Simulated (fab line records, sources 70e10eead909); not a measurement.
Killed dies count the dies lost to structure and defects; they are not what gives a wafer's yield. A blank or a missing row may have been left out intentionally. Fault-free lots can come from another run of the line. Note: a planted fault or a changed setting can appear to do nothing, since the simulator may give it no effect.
Chamber matching -- flow nand_harc -- NHARC_A_WL_FILL_ETCHBACK_26 on rie_si-03: 4 sister chambers
The step etches the open film in HBr, target depth 52 nm, time 13.3 s. 14 wafers are shown with their chamber, then 7 later ones without.

== WAFERS WITH THEIR CHAMBER ==
wafer,chamber,drypump_motor_current_A (A),oes_product_au (a.u.),throttle_valve_pct (%)
L421.1,3,5.3,0.993,23.273
L421.3,0,6.6,0.993,23.269
L421.6,3,5.3,1.001,23.269
L425.2,3,5.3,0.995,23.264
L425.3,2,5.7,0.999,23.264
L425.5,2,5.7,0.999,23.271
L423.1,3,5.3,1.006,23.264
L423.2,0,6.6,1.001,23.267
L423.3,1,6.2,0.995,23.277
L435.3,1,6.2,0.993,23.253
L435.4,0,6.6,0.985,23.273
L435.6,3,5.2,0.993,23.265
L438.1,1,6.2,1.011,23.277
L438.3,0,6.6,0.997,23.266

SIGNATURES (averages over the wafers above)
reading,chamber 0,chamber 1,chamber 2,chamber 3,scatter within a chamber
drypump_motor_current_A,6.600,6.200,5.700,5.280,0.0283
oes_product_au,0.99400,0.99967,0.99900,0.99760,0.00683
throttle_valve_pct,23.26875,23.26900,23.26750,23.26700,0.00707
Rule: for a wafer and a chamber, the distance is found by dividing, reading by reading, the gap between the wafer's reading and the chamber's mean by the reading's scatter, squaring, summing and taking the root. If the next closest chamber is less than 2 further off than the closest, the wafer can't be placed; otherwise it belongs to the closest. The scatter: the root of (the sum of the squares of (reading less its chamber's mean) over the shown wafers, divided by (wafers less chambers)).

== WAFERS WITH NO CHAMBER GIVEN ==
wafer,drypump_motor_current_A (A),oes_product_au (a.u.),throttle_valve_pct (%)
L438.4,5.7,0.998,23.268
L439.2,5.3,0.997,23.267
L439.4,5.7,1.002,23.259
L439.6,5.2,1.002,23.272
L444.1,6.2,0.991,23.263
L444.2,5.7,0.997,23.270
L444.6,6.6,0.990,23.266

== THE CHAMBER EACH PASSED THROUGH ==
wafer,from the rows above,in truth
L438.4,2,2
L439.2,3,3
L439.4,2,2
L439.6,3,3
L444.1,1,1
L444.2,2,2
L444.6,0,0
Correctly placed: 7 of 7. Can't be placed from these rows: 0. Number placed wrongly: 0.
